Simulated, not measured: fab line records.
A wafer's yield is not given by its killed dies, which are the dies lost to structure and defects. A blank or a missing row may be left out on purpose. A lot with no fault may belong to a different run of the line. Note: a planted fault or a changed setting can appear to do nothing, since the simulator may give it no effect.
Matching of chambers / flow n5 finfet / N5_BEOL_M13_DESCUM_15 on rie diel-05 has 4 sister chambers
The step chemistry O2, time 7.9 s. 4 wafers are shown with their chamber, then 10 later ones without.

EACH WAFER AND ITS CHAMBER
wafer=L084.6; chamber=1; showerhead plenum p Torr (Torr)=2.14
wafer=L086.1; chamber=2; showerhead plenum p Torr (Torr)=2.01
wafer=L088.1; chamber=0; showerhead plenum p Torr (Torr)=2.00
wafer=L088.4; chamber=3; showerhead plenum p Torr (Torr)=2.16

WAFERS WITH NO CHAMBER GIVEN
wafer=L088.5; showerhead plenum p Torr (Torr)=2.00
wafer=L091.2; showerhead plenum p Torr (Torr)=2.00
wafer=L091.3; showerhead plenum p Torr (Torr)=2.16
wafer=L091.5; showerhead plenum p Torr (Torr)=2.16
wafer=L090.3; showerhead plenum p Torr (Torr)=2.00
wafer=L090.4; showerhead plenum p Torr (Torr)=2.00
wafer=L090.6; showerhead plenum p Torr (Torr)=2.01
wafer=L094.2; showerhead plenum p Torr (Torr)=2.00
wafer=L094.3; showerhead plenum p Torr (Torr)=2.01
wafer=L094.6; showerhead plenum p Torr (Torr)=2.13

WHICH CHAMBER EACH ONE RAN IN
wafer=L088.5; from the rows above=0; in truth=0
wafer=L091.2; from the rows above=0; in truth=0
wafer=L091.3; from the rows above=3; in truth=3
wafer=L091.5; from the rows above=3; in truth=3
wafer=L090.3; from the rows above=0; in truth=0
wafer=L090.4; from the rows above=0; in truth=0
wafer=L090.6; from the rows above=2; in truth=2
wafer=L094.2; from the rows above=0; in truth=0
wafer=L094.3; from the rows above=2; in truth=2
wafer=L094.6; from the rows above=1; in truth=1
10 of 10 placed correctly. Number that these rows cannot place: 0. Wrongly placed: 0.
How it was worked out, from the rows above alone: a wafer's distance from a chamber is the root of the sum, over the readings, of the square of ((its reading less the chamber's mean) divided by the reading's scatter). The wafer belongs to the nearest chamber; if the next one is less than 2 further off, it can't be placed. A chamber's mean is the mean of its shown wafers. The scatter: root of mean squared gap, hidden wafer to nearest shown wafer, with one shown wafer a chamber.
